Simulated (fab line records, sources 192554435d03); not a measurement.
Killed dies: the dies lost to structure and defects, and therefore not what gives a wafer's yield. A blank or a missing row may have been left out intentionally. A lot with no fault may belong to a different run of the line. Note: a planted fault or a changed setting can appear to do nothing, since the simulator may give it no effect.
A lot that was struck, set against a sound lot :: flow n5Finfet :: 37 out of 1938 route steps
Sound: these wafers, L488.2, L488.4, L488.6. Struck: wafers L503.3, L503.4. (L503.1 of the same lot was not struck and is left out.) The cause comes at the end.
At each step with rows: each side's tool, then ch and its chambers, then its first start. Under that, the readings that differ: sound wafers :: struck wafers :: difference of the means :: sigmas: that difference in standard deviations of wafers without a fault.
alike: words and numbers the same on both sides, and readings whose means are apart by under 2 such deviations; not compared: readings that were withheld, readings missing a value for some wafer, numbers with overlapping values and no deviation given by the record, and bounds like >300 which may hide the same value.
The two part at a step that has a row with sigmas, a row that says differs or no value, or rows on one side only. Numbers that don't overlap but have no deviation are shown without sigmas and don't part them. A reading that every wafer of one side lacks parts them only if that side has two wafers or more.

first, 8 steps without rows for these wafers: N5_BEOL_M3_ECD_50 (material Cu, target thk 300 nm); N5_BEOL_M3_ANNEAL_51 (time 90 s); N5_BEOL_M3_CMP_52 (polishes, stops on SiOC, t overpolish 6.8 s, target thk 40 nm); N5_BEOL_M3_PRE_CLEAN_60 (time 15 s); N5_BEOL_M3_CO_CAP_55 (material Co, precursor CCTBA/H2, target thk 2 nm, time 102.1 s); N5_BEOL_M3_PRE_CLEAN_56 (time 15 s); N5_BEOL_M3_DEP_57 (deposits SiCN from 3MS/NH3, target thk 8 nm, time 14 s); N5_BEOL_M4_ILD_DEP_00 (deposits SiOC from DEMS/O2, target thk 79 nm, time 15.3 s).
N5_BEOL_M4_PECVD_72: deposits SiO2 from TEOS/O2, target thk 16 nm, time 18 s.
  sound on pecvd-01 ch 1,2, day 8 04:25; struck on pecvd-01 ch 0,1, day 12 06:18
reading: throttleValvePct (%)
sound: 19.9 19.7 22.5
struck: 22.6 22.7
difference: +1.9
sigmas: +2

reading: model.SiO2_of_BEOL_M4_PECVD_72.thkNm (nm)
sound: 16 16.2 16.2
struck: 17.8 18.2
difference: +1.9
sigmas: 
  alike: heaterPowerW, showerheadPlenumPTorr, susceptorTempC
then, 25 steps without rows for these wafers: N5_BEOL_M4_HM_DEP_02 (deposits TiN, target thk 20 nm); N5_BEOL_M4_COAT_61 (time 60 s, resist thk 60 nm); N5_BEOL_M4_COAT_62 (time 60 s, resist thk 12 nm); N5_BEOL_M4_COAT_73 (time 60 s, resist thk 5 nm); N5_BEOL_M4_COAT_05 (resist thk 30 nm); N5_BEOL_M4_EBR_07; N5_BEOL_M4_SOFTBAKE_06 (time 60 s); N5_BEOL_M4_EXPOSE_08 (exposes mask M4); N5_BEOL_M4_PEB_09 (peb time 60 s); N5_BEOL_M4_DEVELOP_10 (develop time 30 s); N5_BEOL_M4_DESCUM_16 (chemistry O2, time 7 s); N5_BEOL_M4_ETCH_74 (etches underlayer in N2/H2, target depth 6.5 nm, time 5.2 s); N5_BEOL_M4_ETCH_63 (etches SiARC in CF4, target depth 15.6 nm, time 26 s); N5_BEOL_M4_ETCH_64 (etches SOC in N2/H2, target depth 75 nm, overetch 22.5 nm, time 121.9 s); N5_BEOL_M4_STRIP_65 (strips in N2/H2); N5_BEOL_M4_STRIP_75 (strips in N2/H2); N5_BEOL_M4_STRIP_66 (strips in CF4); N5_BEOL_M4_HM_OPEN_17 (chemistry Cl2/BCl3, target TiN, target depth 20 nm, overetch 6 nm); N5_BEOL_M4_STRIP_19 (strips in O2); N5_BEOL_M4_COAT_67 (time 60 s, resist thk 60 nm); N5_BEOL_M4_COAT_68 (time 60 s, resist thk 12 nm); N5_BEOL_M4_COAT_76 (time 60 s, resist thk 5 nm); N5_BEOL_M4_COAT_22 (resist thk 30 nm); N5_BEOL_M4_EBR_24; N5_BEOL_M4_SOFTBAKE_23 (time 60 s).
N5_BEOL_M4_HM_STRIP_39: strips TiN in peroxide tin strip, target depth 25 nm, time 158 s.
  sound on wetBench-03 ch 1,3,5, day 8 07:38; struck on wetBench-01 ch 2,5, day 12 20:35
reading: model.SiO2_of_BEOL_M4_PECVD_72.thkNm (nm)
sound: 15.8 16.2 16
struck: 17.6 18
difference: +1.8
sigmas: 
N5_BEOL_M4_CMP_52: polishes, stops on SiOC, t overpolish 6.8 s, target thk 40 nm.
  sound on cmp-03 ch 0,2,3, day 8 12:58; struck on cmp-02 ch 0,1, day 13 00:52
reading: barrierFieldEndpointS (s)
sound: 24.9 23.7 24.2
struck: 26.6 26.9
difference: +2.5
sigmas: +4
  alike: motorCurrentA
N5_BEOL_M4_RC_MEAS_101:
  sound on prober-01 ch 0, day 8 13:40; struck on prober-02 ch 0, day 13 01:28
  alike: DIBL_N, DIBL_P, IOFF_N, IOFF_P, ION_N, ION_P, SS_N, SS_P, VT_N, VT_P

WHERE THEY PART
Last at N5_BEOL_M4_CMP_52 as far as this record goes, first at N5_BEOL_M4_PECVD_72. Later steps at which nothing parts them and some readings are alike: N5_BEOL_M4_RC_MEAS_101.

WHY: what the simulator had put in
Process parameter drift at N5_BEOL_M4_PECVD_72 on pecvd-01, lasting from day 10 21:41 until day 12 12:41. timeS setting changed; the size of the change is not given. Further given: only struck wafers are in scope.
